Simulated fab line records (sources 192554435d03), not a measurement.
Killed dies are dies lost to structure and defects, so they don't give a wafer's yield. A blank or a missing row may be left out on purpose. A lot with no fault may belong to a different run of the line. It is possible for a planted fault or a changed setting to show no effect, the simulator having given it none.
The same fault as seen by 2 desks | flow n5 finfet | every desk sees just its own numbers, and what lay behind them comes last

AT THE METROLOGY DESK
What the gauges read for every lot (on any tool): the sampled wafers with a number, averaged. The brackets show how far a lot's mean lies from the usual mean; more than 4 standard deviations puts the lot out of limits, marked OUT.
Columns: A = TV_OVL at N5_PASSIVATION_OVL_MEAS_60, usual 2 nm
lot  | first seen here | A
L450 | day 12 03:38    | 1
L452 | day 12 07:42    | 7
L451 | day 12 11:15    | 4
L454 | day 13 21:34    | 8
L453 | day 13 21:43    | 4
L459 | day 14 16:44    | -6
L458 | day 14 16:46    | 5
L455 | day 14 16:48    | -5
L463 | day 16 01:22    | 5
L468 | day 17 00:50    | 1
L470 | day 18 06:26    | 8
This desk's finding: nothing out of limits on any of the 11 lots.

FOR THE TOOL OWNER'S DESK: rie diel-06
The tool's own readings at N5_PASSIVATION_PASS_ETCH_47 (etches SiNx in CF4/O2, target depth 770 nm, time 385 s): means of the sampled wafers that have a number, for each lot that ran on this tool. The brackets show how far a lot's mean lies from the usual mean; more than 4 standard deviations puts the lot out of limits, marked OUT.
Columns: A = O2_flow_sccm at N5_PASSIVATION_PASS_ETCH_47, usual 9.994 sccm; B = drypump motor current A at N5_PASSIVATION_PASS_ETCH_47, usual 5.8 A; C = oes product au at N5_PASSIVATION_PASS_ETCH_47, usual 0.80 a.u.; D = rf vpp V at N5_PASSIVATION_PASS_ETCH_47, usual 240.6 V; E = run length s at N5_PASSIVATION_PASS_ETCH_47, usual 408.4 s; F = showerhead plenum p Torr at N5_PASSIVATION_PASS_ETCH_47, usual 2.17 Torr; G = throttle valve pct at N5_PASSIVATION_PASS_ETCH_47, usual 15.88 %
lot  | first seen here | A      | B   | C    | D     | E               | F    | G
L450 | day 12 08:25    | 10.002 | 6.0 | 0.83 | 241.2 | 408.1           | 2.14 | 15.78
L452 | day 12 11:23    | 9.975  | 6.1 | 0.73 | 242.0 | 408.3           | 2.16 | 16.09
L454 | day 14 01:36    | 9.993  | 5.9 | 0.82 | 242.4 | 408.4           | 2.14 | 15.90
L453 | day 14 02:11    | 9.970  | 6.0 | 0.77 | 240.8 | 408.4           | 2.15 | 15.91
L458 | day 14 21:08    | 9.978  | 6.1 | 0.71 | 241.1 | 408.4           | 2.13 | 16.10
L459 | day 14 21:43    | 10.018 | 5.9 | 0.75 | 241.1 | 377.1 (-65) OUT | 2.17 | 15.95
L463 | day 16 05:08    | 10.019 | 6.1 | 0.75 | 240.5 | 386.9 (-45) OUT | 2.11 | 15.92
This desk's verdict: out of limits on L459, L463, starting with L459 at day 14 21:43 (run length s at N5_PASSIVATION_PASS_ETCH_47). Within limits: L450, L452, L454, L453, L458.

BROUGHT TOGETHER
The tool owner's desk could have raised an alarm at day 14 21:43, on L459, L463.
Metrology desk: nothing out of limits seen.
The metrology desk has L459, L463 on record, within its limits.
N5_PASSIVATION_PASS_ETCH_47 was run on rie diel-06 by each of the lots named.

WHAT THE SIMULATOR HAD PUT IN
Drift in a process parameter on rie diel-06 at N5_PASSIVATION_PASS_ETCH_47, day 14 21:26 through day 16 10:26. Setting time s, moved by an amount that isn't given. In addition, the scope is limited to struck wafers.
Shown lots that were struck: L459, L463.
How many hours passed from the start of the fault until each desk's first out-of-limits reading: the tool owner's desk, 0.
